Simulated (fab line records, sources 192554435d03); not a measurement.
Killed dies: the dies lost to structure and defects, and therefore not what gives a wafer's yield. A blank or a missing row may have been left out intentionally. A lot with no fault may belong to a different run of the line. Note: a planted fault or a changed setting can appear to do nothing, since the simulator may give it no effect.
fab line records | flow n5-finfet
record lots=4 | wafers=12 | last-day=18
route steps=1938 shown MOL_CONTACT_COAG@576 BEOL_M4@1111 PASSIVATION@1936
lots that met no fault: taken from a fault-free run of the same line
start-h: start of the lot's first displayed wafer, in hours after the record's first day | wait-h: time in hours since the lot's previous step | " identical to the entry in the row above | L1.1+2: several wafers, shown together as one row | - no value, or no start given | * or withheld: withheld | < > ~ a bound
route shown NAME@n: NAME is a module with steps in the file, n the number in the route of the first one | usual: mean/standard deviation taken from wafers without a fault | same: alike in all rows | chamber/n: place in a boat | sites: the reading at each site | _std_site: the values' standard deviation | _edge_site: outer sites' mean less inner sites' | radius-mm: for every site, how far away it sits from the centre of the wafer | mask NAME#n: copy n | behind: the last tool/chamber to shape the wafer | hold: why the lot went on hold/how many hours it stayed there/how the hold came to an end | device: which transistor (n, p or np) failed to switch | end of line: at the end of the route, the tests of the same wafers | for a step that has no rows: nothing shown but its recipe | killed: not the wafer's yield, but the dies lost to structure and defects at the first sort | map: a wafer's dies, marking killed ones x, the rest . and places with no die _
set.NAME: the run value of the setting; set.NAME@STEP: its run value at that earlier step | model.NAME: the simulator's own value behind a step, which no gauge read
lots at some steps of the route; a table a step, a row a wafer
services: when a tool's chamber went out of use (start-h, in hours from the record's first day, below 0 if earlier), for how many hours, and the reason
## steps
# step N5_MOL_CONTACT_COAG_DESCUM_88
# recipe chemistry=O2 | time-s=7 | source-power-w=50 | bias-power-w=20 | pressure-mtorr=20 | rf-frequency-hz=2.712e+07 | temp-c=40 | resist=CAR-EUV | o2-flow-sccm=225
# step N5_MOL_CONTACT_COAG_ETCH_89
# recipe chemistry=N2/H2 | target=underlayer | target-depth-a=130 | mask-material=CAR-EUV | time-s=10.4 | ion-energy-ev=200 | pressure-mtorr=30 | source-w=840 | bias-w=150 | n2-flow-sccm=200 | h2-flow-sccm=200 | ends=cleared
# step N5_MOL_CONTACT_COAG_ETCH_90
# recipe chemistry=CF4 | target=SiARC | target-depth-a=130 | mask-material=CAR-EUV | time-s=21.7 | ion-energy-ev=80 | pressure-mtorr=40 | source-w=545 | bias-w=36 | Ar_flow_sccm=100 | cf4-flow-sccm=100 | ends=cleared
# step N5_MOL_CONTACT_COAG_ALD_131
# recipe material=SiO2 | target-thk-a=50 | temp-c=100 | ald-precursor-family=BDEAS | ald-co-reactant=O2-plasma | pulse-time-s=1 | co-reactant-pulse-time-s=1 | purge-time-s=2 | co-reactant-purge-time-s=2 | ald-cycles=35 | pressure-torr=2
# step N5_MOL_CONTACT_COAG_ETCHBACK_132
# recipe chemistry=CHF3 | target=SiO2 | target-depth-a=100 | time-s=6.7 | ion-energy-ev=200 | pressure-mtorr=30 | source-w=610 | bias-w=170 | Ar_flow_sccm=200 | CHF3_flow_sccm=50
# step N5_MOL_CONTACT_COAG_ETCH_91
# recipe chemistry=N2/H2 | target=SOC | target-depth-a=600 | overetch-a=210 | mask-material=SiARC | temp-c=40 | time-s=101.2 | ion-energy-ev=200 | pressure-mtorr=30 | source-w=840 | bias-w=150 | n2-flow-sccm=200 | h2-flow-sccm=200
# step N5_MOL_CONTACT_COAG_STRIP_92
# recipe chemistry=N2/H2 | temp-c=40 | n2-flow-sccm=200 | h2-flow-sccm=200 | rf-frequency-hz=6e+07
# step N5_MOL_CONTACT_COAG_STRIP_93
# recipe chemistry=N2/H2 | temp-c=40 | n2-flow-sccm=200 | h2-flow-sccm=200 | rf-frequency-hz=6e+07
# step N5_MOL_CONTACT_COAG_ETCHBACK_135
# recipe chemistry=CHF3 | target=SiO2 | target-depth-a=250 | time-s=16.7 | ion-energy-ev=200 | pressure-mtorr=30 | source-w=610 | bias-w=170 | Ar_flow_sccm=200 | CHF3_flow_sccm=50
# step N5_MOL_CONTACT_COAG_STRIP_118
# recipe chemistry=CHF3 | resist=SiARC | rf-frequency-hz=6e+07
# step N5_MOL_CONTACT_COAG_VIA_ETCH_46
# recipe chemistry=C4F6/O2 | target-depth-a=460 | overetch-a=92 | mask-material=SOC | target=SiO2 | bias-w=455 | pressure-mtorr=10 | time-s=40 | source-w=325 | Ar_flow_sccm=300 | C4F6_flow_sccm=10 | O2_flow_sccm=10 | ion-energy-ev=575.3 | ends=end-point
# step N5_MOL_CONTACT_COAG_STRIP_96
# recipe chemistry=N2/H2 | power-w=500 | temp-c=40 | pressure-mtorr=50 | rf-frequency-hz=6e+07 | overash-fraction=0.3 | bias-power-w=28 | h2-frac=0.5 | n2-flow-sccm=300 | h2-flow-sccm=300
# step N5_MOL_CONTACT_COAG_ETCH_47
# recipe chemistry=CH3F/O2 | target=SiNx | target-depth-a=270 | mask-material=SiO2 | stop-on=W | over-etch-frac=0.2 | ion-energy-ev=120 | endpoint=OES-CN | pressure-mtorr=30 | source-w=395 | bias-w=73 | Ar_flow_sccm=150 | CH3F_flow_sccm=30 | O2_flow_sccm=20 | ends=end-point
# usual CH3F_flow_sccm=30.00/0.096 | O2_flow_sccm=20.00/0.059 | drypump-motor-current-A=5.9/0.36 | etch-rf-on-time-s=31.1/0.42 | oes-product-au=0.71/0.07 | rf-vpp-V=298.4/2.3 | showerhead-plenum-p-Torr=2.03/0.094 | throttle-valve-pct=16.27/0.17
lot.wafer | tool        | chamber | start-h | wait-h | CH3F_flow_sccm | O2_flow_sccm | drypump-motor-current-A | etch-rf-on-time-s | oes-product-au | rf-hours-counter-h | rf-vpp-V | showerhead-plenum-p-Torr | throttle-valve-pct | model.SiO2_of_MOL_CONTACT_COAG_PECVD_31.thk-nm
L412.2    | rie-diel-02 | 2       | 182.37  | 0.0    | -              | -            | -                       | -                 | -              | -                  | -        | -                        | -                  | 45
L412.3    | "           | 3       | "       | "      | -              | -            | -                       | -                 | -              | -                  | -        | -                        | -                  | 46
L412.4    | "           | 1       | "       | "      | -              | -            | -                       | -                 | -              | -                  | -        | -                        | -                  | 46
L413.3    | rie-diel-05 | 1       | 183.31  | 0.0    | -              | -            | -                       | -                 | -              | -                  | -        | -                        | -                  | 45.6
L413.4    | "           | 3       | "       | "      | -              | -            | -                       | -                 | -              | -                  | -        | -                        | -                  | 46.4
L413.6    | "           | 1       | "       | "      | -              | -            | -                       | -                 | -              | -                  | -        | -                        | -                  | 46.8
L419.3    | rie-diel-04 | 0       | 218.79  | 0.0    | 29.78          | 20.05        | 6.4                     | 31.0              | 0.77           | 58                 | 296.2    | 2.12                     | 16.06              | 44
L419.5    | "           | 3       | "       | "      | 29.96          | 19.91        | 6.0                     | 31.1              | 0.64           | -                  | 299.9    | 1.97                     | 16.27              | 44.2
L419.6    | "           | 0       | "       | "      | 29.97          | 20.06        | 6.4                     | 30.8              | 0.77           | -                  | 297.3    | 2.12                     | 16.07              | 44.8
L421.4    | rie-diel-02 | 1       | 227.66  | 0.0    | 29.95          | 19.97        | 5.5                     | 31.2              | 0.71           | 100                | 301.9    | 2.11                     | 16.34              | 44.6
L421.5    | "           | 0       | "       | "      | 30.08          | 20.05        | 5.3                     | 30.7              | 0.74           | -                  | 298.1    | 2.11                     | 16.06              | 45.8
L421.6    | "           | 3       | "       | "      | 30.05          | 19.88        | 5.9                     | 31.6              | 0.64           | -                  | 297.3    | 2.06                     | 16.17              | 45
# step N5_MOL_CONTACT_COAG_STRIP_119
# recipe chemistry=N2/H2 | time-s=30 | power-w=1000 | temp-c=250 | pressure-mtorr=withheld | n2-flow-sccm=1750 | h2-flow-sccm=3250
# step N5_MOL_CONTACT_COAG_PRECLEAN_144
# recipe chemistry=alkaline-clean | temp-c=60 | time-s=60 | do-ppb=50
# step N5_MOL_CONTACT_COAG_SRD_145
# recipe dry=ipa-marangoni | time-s=30 | temp-c=23 | rinse-liquid=diw
# step N5_MOL_CONTACT_COAG_COAT_62
# recipe resist=SOC | temp-c=250 | time-s=60 | spin-rpm=1500 | resist-thk-nm=60
# step N5_MOL_CONTACT_COAG_COAT_63
# recipe resist=SiARC | temp-c=220 | time-s=60 | spin-rpm=1500 | resist-thk-nm=10
# step N5_MOL_CONTACT_COAG_COAT_64
# recipe resist=underlayer | temp-c=205 | time-s=60 | spin-rpm=1500 | resist-thk-nm=10
# step N5_MOL_CONTACT_COAG_COAT_34
# recipe resist=CAR-EUV | spin-rpm=1500 | resist-thk-nm=40
# step N5_MOL_CONTACT_COAG_EBR_36
# recipe solvent=PGMEA | ebr-width-mm=1.5
# step N5_MOL_CONTACT_COAG_SOFTBAKE_35
# recipe temp-c=110 | time-s=60 | resist=CAR-EUV
# step N5_MOL_CONTACT_COAG_EXPOSE_37
# recipe mask-id=VD | na=0.33 | source-shape=annular | sigma-inner=0.3 | sigma-outer=0.7 | polarization=unpolarized | defocus-nm=0 | dose-mj=62
# step N5_MOL_CONTACT_COAG_PEB_38
# recipe peb-temp-c=100 | peb-time-s=60 | resist=CAR-EUV
# step N5_MOL_CONTACT_COAG_DEVELOP_39
# recipe develop-time-s=30 | developer=TMAH | resist=CAR-EUV | rinse-liquid=surfactant-rinse | dry=air-spin | dev-temp-c=23
# step N5_MOL_CONTACT_COAG_DESCUM_45
# recipe chemistry=O2 | time-s=7 | source-power-w=50 | bias-power-w=20 | pressure-mtorr=20 | rf-frequency-hz=2.712e+07 | temp-c=40 | resist=CAR-EUV | o2-flow-sccm=225
# step N5_MOL_CONTACT_COAG_ETCH_65
# recipe chemistry=N2/H2 | target=underlayer | target-depth-a=130 | mask-material=CAR-EUV | time-s=10.4 | ion-energy-ev=200 | pressure-mtorr=30 | source-w=840 | bias-w=150 | n2-flow-sccm=200 | h2-flow-sccm=200 | ends=cleared
# step N5_MOL_CONTACT_COAG_ETCH_66
# recipe chemistry=CF4 | target=SiARC | target-depth-a=130 | mask-material=CAR-EUV | time-s=21.7 | ion-energy-ev=80 | pressure-mtorr=40 | source-w=545 | bias-w=36 | Ar_flow_sccm=100 | cf4-flow-sccm=100 | ends=cleared
# step N5_MOL_CONTACT_COAG_ALD_133
# recipe material=SiO2 | target-thk-a=50 | temp-c=100 | ald-precursor-family=BDEAS | ald-co-reactant=O2-plasma | pulse-time-s=1 | co-reactant-pulse-time-s=1 | purge-time-s=2 | co-reactant-purge-time-s=2 | ald-cycles=35 | pressure-torr=2
# step N5_MOL_CONTACT_COAG_ETCHBACK_134
# recipe chemistry=CHF3 | target=SiO2 | target-depth-a=100 | time-s=6.7 | ion-energy-ev=200 | pressure-mtorr=30 | source-w=610 | bias-w=170 | Ar_flow_sccm=200 | CHF3_flow_sccm=50
# step N5_MOL_CONTACT_COAG_ETCH_67
# recipe chemistry=N2/H2 | target=SOC | target-depth-a=600 | overetch-a=210 | mask-material=SiARC | temp-c=40 | time-s=101.2 | ion-energy-ev=200 | pressure-mtorr=30 | source-w=840 | bias-w=150 | n2-flow-sccm=200 | h2-flow-sccm=200
# step N5_MOL_CONTACT_COAG_STRIP_68
# recipe chemistry=N2/H2 | temp-c=40 | n2-flow-sccm=200 | h2-flow-sccm=200 | rf-frequency-hz=6e+07
# step N5_MOL_CONTACT_COAG_STRIP_69
# recipe chemistry=N2/H2 | temp-c=40 | n2-flow-sccm=200 | h2-flow-sccm=200 | rf-frequency-hz=6e+07
# step N5_MOL_CONTACT_COAG_ETCHBACK_136
# recipe chemistry=CHF3 | target=SiO2 | target-depth-a=250 | time-s=16.7 | ion-energy-ev=200 | pressure-mtorr=30 | source-w=610 | bias-w=170 | Ar_flow_sccm=200 | CHF3_flow_sccm=50
# step N5_MOL_CONTACT_COAG_STRIP_120
# recipe chemistry=CHF3 | resist=SiARC | rf-frequency-hz=6e+07
# step N5_MOL_CONTACT_COAG_VIA_ETCH_117
# recipe chemistry=C4F6/O2 | target-depth-a=400 | overetch-a=80 | mask-material=SOC | target=SiO2 | bias-w=455 | pressure-mtorr=10 | time-s=26 | source-w=325 | Ar_flow_sccm=300 | C4F6_flow_sccm=10 | O2_flow_sccm=10 | ion-energy-ev=575.3 | ends=end-point
# step N5_MOL_CONTACT_COAG_ETCH_124
# recipe chemistry=CH3F/O2 | target=SiNx | target-depth-a=65 | mask-material=SOC | stop-on=SiOC | over-etch-frac=0.3 | ion-energy-ev=120 | pressure-mtorr=30 | source-w=395 | bias-w=73 | Ar_flow_sccm=150 | CH3F_flow_sccm=30 | O2_flow_sccm=20 | ends=end-point
# step N5_MOL_CONTACT_COAG_ETCH_48
# recipe chemistry=C4F6/O2 | target-depth-a=150 | overetch-a=45 | mask-material=SOC | target=SiOC | bias-w=465 | pressure-mtorr=10 | time-s=17 | source-w=335 | Ar_flow_sccm=300 | C4F6_flow_sccm=10 | O2_flow_sccm=10 | ion-energy-ev=576
# step N5_MOL_CONTACT_COAG_CMP_52
# recipe stop-on=SiO2 | t-overpolish-s=1.5 | post-cmp-clean=w-dilute-nh4oh | down-force-psi=4 | platen-rpm=50.289 | pad-velocity-m-s=1.0006 | target-thk-nm=66.5
# usual motor-current-A=12.0/0.94 | slurry-filter-dp-kPa=13.51/0.13
lot.wafer | tool   | chamber | start-h | wait-h | motor-current-A | slurry-filter-dp-kPa | model.SiO2_of_MOL_CONTACT_COAG_PECVD_31.thk-nm
L412.4    | cmp-02 | 1       | 184.69  | 0.0    | 11.2            | 13.44                | 45.8
L412.2    | "      | 3       | "       | "      | 11.7            | 13.58                | 44.8
L412.3    | "      | 0       | "       | "      | 11.3            | 13.34                | 45.6
L413.4    | cmp-04 | 0       | 186.07  | 0.1    | 11.8            | 13.63                | 46
L413.3    | "      | 1       | "       | "      | 12.6            | 13.57                | 45.4
L413.6    | "      | 3       | "       | "      | 11.9            | 13.51                | 46.6
L419.3    | cmp-01 | 2       | 220.91  | 0.0    | 11.2            | 13.64                | 43.6
L419.5    | "      | 2       | "       | "      | 11.5            | 13.72                | 43.8
L419.6    | "      | 3       | "       | "      | 10.7            | 13.46                | 44.4
L421.4    | cmp-04 | 3       | 229.80  | 0.0    | 11.6            | 13.42                | 44.4
L421.6    | "      | 3       | "       | "      | 12.2            | 13.59                | 44.6
L421.5    | "      | 0       | "       | "      | 11.5            | 13.57                | 45.4
# step N5_BEOL_M4_RC_MEAS_101
# usual DIBL_N=35.9/1.3 | DIBL_P=35.9/1.5 | IOFF_N=0.152/0.023 | IOFF_P=0.204/0.027 | ION_N=673/9.2 | ION_P=462/6.7 | SS_N=71.4/0.48 | SS_P=73.2/0.55 | VT_N=250.3/2.6 | VT_P=-250.6/3
lot.wafer | tool      | chamber | start-h | wait-h | DIBL_N[mV/V] | DIBL_P[mV/V] | IOFF_N[nA/um] | IOFF_P[nA/um] | ION_N[uA/um] | ION_P[uA/um] | SS_N[mV/dec] | SS_P[mV/dec] | VT_N[mV] | VT_P[mV]
L419.3    | prober-02 | 0       | 305.78  | 0.3    | 35.8         | 36.8         | 0.156         | 0.192         | 682          | 466          | 71.3         | 73.1         | 251.0    | -251.5
L419.5    | "         | 0       | "       | "      | 36.3         | 36.9         | 0.171         | 0.197         | 675          | 458          | 71.6         | 73.2         | 247.3    | -253.1
L419.6    | "         | 0       | "       | "      | 36.4         | 37.0         | 0.172         | 0.190         | 680          | 464          | 71.6         | 73.4         | 247.0    | -253.9
L421.4    | prober-01 | 0       | 332.40  | 0.5    | 36.9         | 34.6         | 0.139         | 0.201         | 657          | 458          | 71.7         | 73.5         | 253.3    | -251.9
L421.5    | "         | 0       | "       | "      | 36.5         | 35.2         | 0.141         | 0.211         | 654          | 458          | 71.0         | 73.9         | 253.8    | -252.1
L421.6    | "         | 0       | "       | "      | 38.6         | 37.2         | 0.187         | 0.241         | 672          | 462          | 71.9         | 74.0         | 249.5    | -250.9
# step N5_PASSIVATION_PROBE_49
# usual defect-limited-yield=91.0/1.5 | killed_at_M0_to_M3=37/12 | killed_at_M4_up=13/5 | killed-at-contacts=13/6.1 | killed-at-front-end=39/11 | killed-at-other=4/3.2 | killed-dies=106/17 | killed-on-rim=13/4.2 | killed-open=69/12 | killed-short=35/7.9 | sort_bin_5_function=5.3/1 | sort_bin_6_memory=3.3/0.68 | sort-n-pass=1074/17 | sort-yield-pct=91.0/1.5
# same gross-dies=1180 | killed-at-back-side=0 | sort_bin_4_leakage[%]=0 | sort_bin_8_speed[%]=0
lot.wafer | tool      | chamber | start-h | wait-h | defect-limited-yield[%] | killed_at_M0_to_M3 | killed_at_M4_up | killed-at-contacts | killed-at-front-end | killed-at-other | killed-dies | killed-on-rim | killed-open | killed-short | sort_bin_5_function[%] | sort_bin_6_memory[%] | sort-n-pass | sort-yield-pct[%]
L413.3    | prober-02 | -       | 384.17  | 0.1    | 0                       | 31                 | 15              | 1109               | 22                  | 3               | 1180        | 152           | 63          | 21           | 97.9                   | 1.9                  | 0           | 0
L413.4    | prober-02 | -       | 384.22  | 0.2    | 0                       | 34                 | 15              | 1098               | 29                  | 4               | 1180        | 152           | 47          | 44           | 96.8                   | 2.9                  | 0           | 0
L413.6    | prober-02 | -       | 384.32  | 0.3    | 0                       | 30                 | 14              | 1101               | 35                  | 0               | 1180        | 152           | 64          | 30           | 96.6                   | 3.2                  | 0           | 0
L412.2    | prober-02 | -       | 390.82  | 0.1    | 0                       | 63                 | 18              | 1054               | 43                  | 2               | 1180        | 152           | 98          | 38           | 95.5                   | 4.3                  | 0           | 0
L412.3    | prober-02 | -       | 390.87  | 0.1    | 0                       | 45                 | 7               | 1090               | 33                  | 5               | 1180        | 152           | 70          | 38           | 96.9                   | 2.5                  | 0           | 0
L412.4    | prober-02 | -       | 390.92  | 0.2    | 0                       | 44                 | 12              | 1081               | 38                  | 5               | 1180        | 152           | 67          | 44           | 95.8                   | 3.6                  | 0           | 0
# killed by level:class
L413.3 MOL_CONTACT_COAG:area-etch=1096 MOL_CONTACT_COAG:geometric-particle:open=11 BEOL_M0_SAQP:geometric-particle:open=7 BEOL_M0:geometric-particle:open=6 BEOL_M3:geometric-particle:open=6 FIN_SAQP:geometric-particle:open=5 BEOL_M0_SAQP:geometric-particle:short=4 BEOL_M2:geometric-particle:open=4
L413.4 MOL_CONTACT_COAG:area-etch=1089 FIN_SAQP:geometric-particle:short=9 FIN_SAQP:geometric-particle:open=8 BEOL_M0_SAQP:geometric-particle:short=8 MOL_CONTACT_COAG:geometric-particle:open=7 BEOL_M3:geometric-particle:open=6 BEOL_M4:geometric-particle:open=6 BEOL_M2:geometric-particle:open=5
L413.6 MOL_CONTACT_COAG:area-etch=1086 MOL_CONTACT_COAG:geometric-particle:open=11 GATE_CUT:geometric-particle:short=8 STI_FIN_REVEAL:geometric-particle:open=7 BEOL_M0_SAQP:geometric-particle:open=7 BEOL_M4:geometric-particle:open=7 BEOL_M0_SAQP:geometric-particle:short=6 BEOL_M3:geometric-particle:open=5
L412.2 MOL_CONTACT_COAG:area-etch=1044 BEOL_M3:geometric-particle:open=19 BEOL_M1:geometric-particle:open=11 BEOL_M0_SAQP:geometric-particle:open=10 BEOL_M0_SAQP:geometric-particle:short=10 FIN_SAQP:geometric-particle:open=9 MOL_CONTACT_COAG:geometric-particle:open=8 BEOL_M2:geometric-particle:open=8
L412.3 MOL_CONTACT_COAG:area-etch=1072 BEOL_M3:geometric-particle:open=16 MOL_CONTACT_COAG:geometric-particle:open=13 BEOL_M0_SAQP:geometric-particle:open=8 DUMMY_GATE:geometric-particle:open=7 BEOL_M0_SAQP:geometric-particle:short=7 FIN_SAQP:geometric-particle:short=6 FIN_SAQP:geometric-particle:open=5
L412.4 MOL_CONTACT_COAG:area-etch=1068 BEOL_M3:geometric-particle:open=12 FIN_SAQP:geometric-particle:short=10 MOL_CONTACT_COAG:geometric-particle:open=9 BEOL_M0_SAQP:geometric-particle:open=9 BEOL_M2:geometric-particle:open=7 STI_FIN_REVEAL:geometric-particle:open=6 BEOL_M0_SAQP:geometric-particle:short=6
# map L412.2 (x killed, . not)
_________________xxxxxxxxxxxx________________
______________xxxxxxxxxxxxxxxxxx_____________
___________xxxxxxxxxxxxxxxxxxxxxxxx__________
__________xxxxxxxxxxxxxxxxxxxxxxxxxx_________
________xxxxxxxxxxxxxxxxxxxxxxxxxxxxxx_______
_______xxxxxxxxxxxxxxxxxxxxxxxxxxxxxxxx______
______xxxxxxxxxxxxxxxxxxxxxxxxxxxxxxxxxx_____
_____xxxxxxxxxxxxxxxxxxxxxxxxxxxxxxxxxxxx____
____xxxxxxxxxxxxxxxxxxxxxxxxxxxxxxxxxxxxxx___
___xxxxxxxxxxxxxxxxxxxxxxxxxxxxxxxxxxxxxxxx__
___xxxxxxxxxxxxxxxxxxxxxxxxxxxxxxxxxxxxxxxx__
__xxxxxxxxxxxxxxxxxxxxxxxxxxxxxxxxxxxxxxxxxx_
__xxxxxxxxxxxxxxxxxxxxxxxxxxxxxxxxxxxxxxxxxx_
_xxxxxxxxxxxxxxxxxxxxxxxxxxxxxxxxxxxxxxxxxxxx
_xxxxxxxxxxxxxxxxxxxxxxxxxxxxxxxxxxxxxxxxxxxx
_xxxxxxxxxxxxxxxxxxxxxxxxxxxxxxxxxxxxxxxxxxxx
_xxxxxxxxxxxxxxxxxxxxxxxxxxxxxxxxxxxxxxxxxxxx
_xxxxxxxxxxxxxxxxxxxxxxxxxxxxxxxxxxxxxxxxxxxx
_xxxxxxxxxxxxxxxxxxxxxxxxxxxxxxxxxxxxxxxxxxxx
_xxxxxxxxxxxxxxxxxxxxxxxxxxxxxxxxxxxxxxxxxxxx
_xxxxxxxxxxxxxxxxxxxxxxxxxxxxxxxxxxxxxxxxxxxx
__xxxxxxxxxxxxxxxxxxxxxxxxxxxxxxxxxxxxxxxxxx_
__xxxxxxxxxxxxxxxxxxxxxxxxxxxxxxxxxxxxxxxxxx_
___xxxxxxxxxxxxxxxxxxxxxxxxxxxxxxxxxxxxxxxx__
___xxxxxxxxxxxxxxxxxxxxxxxxxxxxxxxxxxxxxxxx__
____xxxxxxxxxxxxxxxxxxxxxxxxxxxxxxxxxxxxxx___
_____xxxxxxxxxxxxxxxxxxxxxxxxxxxxxxxxxxxx____
______xxxxxxxxxxxxxxxxxxxxxxxxxxxxxxxxxx_____
_______xxxxxxxxxxxxxxxxxxxxxxxxxxxxxxxx______
________xxxxxxxxxxxxxxxxxxxxxxxxxxxxxx_______
__________xxxxxxxxxxxxxxxxxxxxxxxxxx_________
___________xxxxxxxxxxxxxxxxxxxxxxxx__________
______________xxxxxxxxxxxxxxxxxx_____________
_________________xxxxxxxxxxxx________________
# map L413.3 (x killed, . not)
_________________xxxxxxxxxxxx________________
______________xxxxxxxxxxxxxxxxxx_____________
___________xxxxxxxxxxxxxxxxxxxxxxxx__________
__________xxxxxxxxxxxxxxxxxxxxxxxxxx_________
________xxxxxxxxxxxxxxxxxxxxxxxxxxxxxx_______
_______xxxxxxxxxxxxxxxxxxxxxxxxxxxxxxxx______
______xxxxxxxxxxxxxxxxxxxxxxxxxxxxxxxxxx_____
_____xxxxxxxxxxxxxxxxxxxxxxxxxxxxxxxxxxxx____
____xxxxxxxxxxxxxxxxxxxxxxxxxxxxxxxxxxxxxx___
___xxxxxxxxxxxxxxxxxxxxxxxxxxxxxxxxxxxxxxxx__
___xxxxxxxxxxxxxxxxxxxxxxxxxxxxxxxxxxxxxxxx__
__xxxxxxxxxxxxxxxxxxxxxxxxxxxxxxxxxxxxxxxxxx_
__xxxxxxxxxxxxxxxxxxxxxxxxxxxxxxxxxxxxxxxxxx_
_xxxxxxxxxxxxxxxxxxxxxxxxxxxxxxxxxxxxxxxxxxxx
_xxxxxxxxxxxxxxxxxxxxxxxxxxxxxxxxxxxxxxxxxxxx
_xxxxxxxxxxxxxxxxxxxxxxxxxxxxxxxxxxxxxxxxxxxx
_xxxxxxxxxxxxxxxxxxxxxxxxxxxxxxxxxxxxxxxxxxxx
_xxxxxxxxxxxxxxxxxxxxxxxxxxxxxxxxxxxxxxxxxxxx
_xxxxxxxxxxxxxxxxxxxxxxxxxxxxxxxxxxxxxxxxxxxx
_xxxxxxxxxxxxxxxxxxxxxxxxxxxxxxxxxxxxxxxxxxxx
_xxxxxxxxxxxxxxxxxxxxxxxxxxxxxxxxxxxxxxxxxxxx
__xxxxxxxxxxxxxxxxxxxxxxxxxxxxxxxxxxxxxxxxxx_
__xxxxxxxxxxxxxxxxxxxxxxxxxxxxxxxxxxxxxxxxxx_
___xxxxxxxxxxxxxxxxxxxxxxxxxxxxxxxxxxxxxxxx__
___xxxxxxxxxxxxxxxxxxxxxxxxxxxxxxxxxxxxxxxx__
____xxxxxxxxxxxxxxxxxxxxxxxxxxxxxxxxxxxxxx___
_____xxxxxxxxxxxxxxxxxxxxxxxxxxxxxxxxxxxx____
______xxxxxxxxxxxxxxxxxxxxxxxxxxxxxxxxxx_____
_______xxxxxxxxxxxxxxxxxxxxxxxxxxxxxxxx______
________xxxxxxxxxxxxxxxxxxxxxxxxxxxxxx_______
__________xxxxxxxxxxxxxxxxxxxxxxxxxx_________
___________xxxxxxxxxxxxxxxxxxxxxxxx__________
______________xxxxxxxxxxxxxxxxxx_____________
_________________xxxxxxxxxxxx________________
## services
tool        | chamber | start-h | hours | kind
cmp-02      | -       | 182.65  | 1.8   | repair
cmp-04      | -       | 192.98  | 3.4   | pm
rie-diel-02 | 2       | 193.76  | -     | clean
rie-diel-02 | 2       | 193.76  | -     | consumable-replace:focus-ring
rie-diel-02 | 2       | 193.76  | 21.7  | scheduled-down
rie-diel-02 | 2       | 193.76  | 21.7  | vent-cycle
cmp-01      | -       | 195.17  | 1.2   | repair
cmp-02      | -       | 197.24  | 7.9   | pm
rie-diel-05 | 3       | 226.36  | 1.8   | repair
cmp-02      | -       | 227.28  | 4.0   | pm
rie-diel-05 | 3       | 228.48  | -     | clean
rie-diel-05 | 3       | 228.48  | -     | consumable-replace:focus-ring
rie-diel-05 | 3       | 228.48  | 13.1  | scheduled-down
rie-diel-05 | 3       | 228.48  | 13.1  | vent-cycle
## key
first-sign step=N5_MOL_CONTACT_COAG_ETCH_47 | reading=tool-record | direction=missing
effect step=N5_PASSIVATION_PROBE_49 | reading=killed-at-contacts | direction=up | sigmas=99+ | usual=13 | struck=1089
model-effect step=N5_MOL_CONTACT_COAG_ETCH_47 | value=SiO2_of_MOL_CONTACT_COAG_PECVD_31.thk-nm | without=44.17 | struck=45.97
model-effect step=N5_MOL_CONTACT_COAG_CMP_52 | value=SiO2_of_MOL_CONTACT_COAG_PECVD_31.thk-nm | without=43.9 | struck=45.7
more-kills-born-at N5_MOL_CONTACT_COAG_ETCH_47@rie-diel-05=3270 | N5_MOL_CONTACT_COAG_ETCH_47@rie-diel-02=3184
met-at N5_MOL_CONTACT_COAG_ETCH_47
struck-wafers L412.2,L412.3,L412.4,L413.3,L413.4,L413.6
later-rows-left-out L412.2,L412.3,L412.4,L413.3,L413.4,L413.6
fault kind=skipped-step-whole | tool=rie-diel-02,rie-diel-05 | chamber=- | onset-h=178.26 | steps=N5_MOL_CONTACT_COAG_ETCH_47 | scope=struck-lots-only
# later-rows-left-out: the simulator's readings of these wafers behind a module that went badly wrong aren't trusted and aren't shown, but for the sort
